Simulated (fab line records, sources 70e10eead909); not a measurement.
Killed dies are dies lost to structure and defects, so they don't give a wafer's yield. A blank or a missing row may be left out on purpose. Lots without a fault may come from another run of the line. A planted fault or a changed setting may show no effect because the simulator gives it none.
Which tool did it? | flow nand_harc | 13 lots, 38 wafers sampled, at 6 steps of a route of 1159

WHAT THE GAUGES READ, wafer by wafer
NHARC_P_M1_INSPECT_11. Usual: raw_defect_count 3.8, standard deviation 2.2.
lot  | measured     | on                | raw_defect_count | flag
L423 | day 6 00:44  | defect_inspect-01 | 5 2 4            |
L425 | day 6 09:47  | defect_inspect-01 | 8 3 3            |
L426 | day 7 02:05  | defect_inspect-02 | 3 2 3            |
L427 | day 7 02:37  | defect_inspect-02 | 3 2 2            |
L429 | day 7 15:58  | defect_inspect-01 | 4 3 12           |
L431 | day 7 20:53  | defect_inspect-02 | 5 3 1            |
L434 | day 9 03:22  | defect_inspect-02 | 2 4 1            |
L438 | day 9 19:37  | defect_inspect-02 | 4 2              |
L439 | day 10 04:31 | defect_inspect-02 | 2 8 3            |
L443 | day 10 18:04 | defect_inspect-01 | 2 2 3            |
L441 | day 11 03:51 | defect_inspect-01 | 3 1 5            |
L445 | day 11 11:37 | defect_inspect-02 | 4 7 3            |
L446 | day 11 19:35 | defect_inspect-01 | 3 4 3            |

NHARC_P_M1_INSPECT_27. Usual: raw_defect_count 317, standard deviation 130.
lot  | measured     | on                | raw_defect_count | flag
L423 | day 6 03:29  | defect_inspect-01 | 311 361 434      |
L425 | day 6 12:41  | defect_inspect-02 | 511 379 585      |
L426 | day 7 04:43  | defect_inspect-02 | 353 327 239      |
L427 | day 7 05:15  | defect_inspect-01 | 276 344 257      |
L429 | day 7 18:37  | defect_inspect-02 | 311 244 489      |
L431 | day 7 23:31  | defect_inspect-02 | 273 275 180      |
L434 | day 9 06:02  | defect_inspect-01 | 222 308 489      |
L438 | day 9 22:29  | defect_inspect-01 | 2382 194         | OFF
L439 | day 10 07:16 | defect_inspect-02 | 2295 2167 162    | OFF
L443 | day 10 20:46 | defect_inspect-01 | 314 263 365      |
L441 | day 11 06:31 | defect_inspect-02 | 320 2289 257     | OFF
L445 | day 11 14:22 | defect_inspect-02 | 124 229 296      |
L446 | day 11 22:15 | defect_inspect-01 | 265 203 214      |

NHARC_P_M2_CD_MEAS_09: target cd 170 nm. Usual: cd_nm 170.5 nm, standard deviation 0.69.
lot  | measured     | on        | cd_nm (nm)        | flag
L423 | day 6 05:03  | cd_sem-02 | 169.1 170.8 170.2 |
L425 | day 6 14:22  | cd_sem-01 | 170.6 170.8 170.7 |
L426 | day 7 06:09  | cd_sem-02 | 171.3 169.6 169.7 |
L427 | day 7 06:45  | cd_sem-01 | 171.1 169.8 169.2 |
L429 | day 7 20:01  | cd_sem-01 | 170.7 169.8 171.7 |
L431 | day 8 00:57  | cd_sem-02 | 170.0 170.2 171.0 |
L434 | day 9 07:19  | cd_sem-01 | 170.8 171.0 170.0 |
L438 | day 9 23:46  | cd_sem-03 | 171.0             |
L439 | day 10 08:39 | cd_sem-02 | 170.7             |
L443 | day 10 22:08 | cd_sem-01 | 170.0 171.6 170.0 |
L441 | day 11 08:16 | cd_sem-01 | 170.0 169.8       |
L445 | day 11 15:44 | cd_sem-01 | 169.8 171.0 170.1 |
L446 | day 11 23:37 | cd_sem-03 | 172.2 170.3 171.6 |

NHARC_END_SORT_01. Usual: defect_limited_yield 95.4 %, standard deviation 1.7; killed_at_array 27, standard deviation 12; killed_at_other 0.9, standard deviation 1.1; killed_at_periphery 3.2, standard deviation 2.4; killed_dies 31, standard deviation 12; killed_open 3.3, standard deviation 1.7; killed_short 2.0, standard deviation 1.6; sort_bin_2_pct 1.5 %, standard deviation 0.74; sort_bin_3_pct 0.25 %, standard deviation 0.22; sort_bin_4_pct 2.9 %, standard deviation 1.1; sort_n_pass 646, standard deviation 12; sort_rim_yield_pct 97.2 %, standard deviation 1.8; sort_yield_pct 95.4 %, standard deviation 1.7.
lot  | measured     | on        | defect_limited_yield (%) | killed_at_array | killed_at_other | killed_at_periphery | killed_dies | killed_open | killed_short | sort_bin_2_pct (%) | sort_bin_3_pct (%) | sort_bin_4_pct (%) | sort_n_pass | sort_rim_yield_pct (%) | sort_yield_pct (%) | flag
L425 | day 19 10:23 | prober-01 | 97.5 97.6 97.6           | 10 13 13        | 1 2 1           | 6 1 2               | 17 16 16    | 4 3 3       | 1 0 4        | 1.0 0.9 0.9        | 0 0 0              | 1.5 1.5 1.5        | 660 661 661 | 97.2 98.1 99.1         | 97.5 97.6 97.6     |
L434 | day 25 04:38 | prober-02 | 93.8 93.1 92.0           | 41 41 47        | 0 1 3           | 1 5 4               | 42 47 54    | 1 5 5       | 4 2 2        | 1.8 2.1 1.3        | 0.89 0.30 0.15     | 3.5 4.6 6.5        | 635 630 623 | 95.3 95.3 95.3         | 93.8 93.1 92.0     |
L438 | day 25 18:42 | prober-02 | 0 94.5                   | 27 34           | 0 1             | 650 2               | 677 37      | 2 4         | 1 3          | 0.7 2.4            | 96.16 0.44         | 3.1 2.7            | 0 640       | 0 96.2                 | 0 94.5             | OFF
L439 | day 26 02:29 | prober-02 | 0 0 95.6                 | 29 33 26        | 3 1 1           | 645 643 3           | 677 677 30  | 4 4 3       | 2 0 2        | 1.2 1.0 1.5        | 95.42 94.68 0.15   | 3.4 4.3 2.8        | 0 0 647     | 0 0 97.2               | 0 0 95.6           | OFF
L441 | day 26 11:07 | prober-01 | 93.1 0 92.3              | 40 48 49        | 0 0 0           | 7 629 3             | 47 677 52   | 6 3 4       | 0 0 5        | 1.6 2.2 1.9        | 0.30 93.21 0.74    | 5.0 4.6 5.0        | 630 0 625   | 96.2 0 96.2            | 93.1 0 92.3        | OFF
L446 | day 27 02:01 | prober-02 | 96.2 97.0 95.3           | 21 17 23        | 3 0 5           | 2 3 4               | 26 20 32    | 1 2 4       | 5 0 2        | 0.6 0.6 2.2        | 0.30 0.15 0.15     | 3.0 2.2 2.4        | 651 657 645 | 95.3 99.1 100.0        | 96.2 97.0 95.3     |

WHICH TOOL RAN EACH LOT (tool, then ch and the chambers of the sampled wafers, then the start)
lot  | NHARC_P_M0_CMP_23             | NHARC_P_M1_CMP_23
L423 | cmp-01 ch 0,1,3, day 5 22:44  | cmp-02 ch 0,3, day 6 03:00
L425 | cmp-01 ch 0,1,2, day 6 07:47  | cmp-03 ch 0,2, day 6 12:13
L426 | cmp-02 ch 0,2,3, day 7 00:10  | cmp-04 ch 0,2,3, day 7 04:20
L427 | cmp-04 ch 0,2,3, day 7 00:47  | cmp-03 ch 1,2, day 7 04:49
L429 | cmp-02 ch 0,2,3, day 7 14:04  | cmp-02 ch 0,2,3, day 7 18:08
L431 | cmp-01 ch 0,2,3, day 7 19:05  | cmp-02 ch 0,1,3, day 7 23:06
L434 | cmp-04 ch 2,3, day 9 01:31    | cmp-04 ch 0,1,2, day 9 05:37
L438 | cmp-01 ch 0,1, day 9 17:46    | cmp-02 ch 0,3, day 9 22:01
L439 | cmp-01 ch 0,2, day 10 02:35   | cmp-02 ch 0,2,3, day 10 06:52
L443 | cmp-01 ch 0,1,3, day 10 16:14 | cmp-04 ch 0,2,3, day 10 20:19
L441 | cmp-01 ch 0,2, day 11 01:53   | cmp-02 ch 0,1,3, day 11 06:03
L445 | cmp-01 ch 0,1,2, day 11 09:38 | cmp-04 ch 0,1, day 11 13:55
L446 | cmp-02 ch 0,3, day 11 17:37   | cmp-03 ch 0,3, day 11 21:47
- NHARC_P_M0_CMP_23: polishes, t overpolish 20 s, target thk 117.53 nm.
- NHARC_P_M1_CMP_23: polishes, t overpolish 20 s, target thk 157.82 nm.

WHAT THE TOOLS THEMSELVES READ (means of the sampled wafers that have a number; where no wafer has one, the mark that the record gives instead)
NHARC_P_M0_CMP_23. Usual: motor_current_A 11.8 A, standard deviation 1.1; time_to_endpoint_s 31 s, standard deviation 3.1.
lot  | tool   | motor_current_A (A) | time_to_endpoint_s (s) | flag
L423 | cmp-01 | 12.0                | 31                     |
L425 | cmp-01 | 12.7                | 30                     |
L426 | cmp-02 | 10.9                | 28                     |
L427 | cmp-04 | 12.2                | 33                     |
L429 | cmp-02 | 10.7                | 30                     |
L431 | cmp-01 | 12.5                | 33                     |
L434 | cmp-04 | 11.4                | 33                     |
L438 | cmp-01 | 12.1                | 32                     |
L439 | cmp-01 | 12.9                | 33                     |
L443 | cmp-01 | 11.5                | 31                     |
L441 | cmp-01 | 13.3                | 28                     |
L445 | cmp-01 | 12.9                | 30                     |
L446 | cmp-02 | 11.2                | 29                     |

NHARC_P_M1_CMP_23. Usual: motor_current_A 11.7 A, standard deviation 1; time_to_endpoint_s 30 s, standard deviation 3.7.
lot  | tool   | motor_current_A (A) | time_to_endpoint_s (s) | flag
L423 | cmp-02 | 10.8                | 30                     |
L425 | cmp-03 | 13.4                | 27                     |
L426 | cmp-04 | 12.0                | 32                     |
L427 | cmp-03 | 12.3                | 26                     |
L429 | cmp-02 | 10.9                | 31                     |
L431 | cmp-02 | 11.3                | 33                     |
L434 | cmp-04 | 13.1                | 30                     |
L438 | cmp-02 | 11.0                | 32                     |
L439 | cmp-02 | 11.0                | 36                     |
L443 | cmp-04 | 11.5                | 35                     |
L441 | cmp-02 | 11.7                | 33                     |
L445 | cmp-04 | 12.9                | 32                     |
L446 | cmp-03 | 12.1                | 28                     |

THE ANSWER, worked out from the rows above alone
Rule: a lot is off if the mean of its wafers that have a number lies more than 3 standard deviations from the usual mean. A lot without any number at a reading at which 4 lots or more have one is off too. The other lots that the step has rows for count as sound. The gauges are gone through in route order, then the tools' own readings, and for those a lot's mean is taken as printed above. The first step at which some lot is off is used, and at that step the reading that is off furthest; a lot without a number counts as furthest.
Off: L438, L439, L441, at NHARC_P_M1_INSPECT_27 (raw_defect_count).
A tool fits if, at a process step before that reading, it ran every lot that is off, and no sound lot after the first of them. The gauges at NHARC_P_M1_INSPECT_27 aren't tried: what is off there is off at NHARC_END_SORT_01 too, on other tools, and a gauge's error can't cause that. One fits: cmp-02 at NHARC_P_M1_CMP_23. Its last sound lot is L431 (day 7 23:06), its first lot that is off L438 (day 9 22:01): a fault that began between those two fits.

WHAT THE SIMULATOR HAD PUT IN
Process parameter drift: cmp-02, from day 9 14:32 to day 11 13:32, at NHARC_P_M1_CMP_23. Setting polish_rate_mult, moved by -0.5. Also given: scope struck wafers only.
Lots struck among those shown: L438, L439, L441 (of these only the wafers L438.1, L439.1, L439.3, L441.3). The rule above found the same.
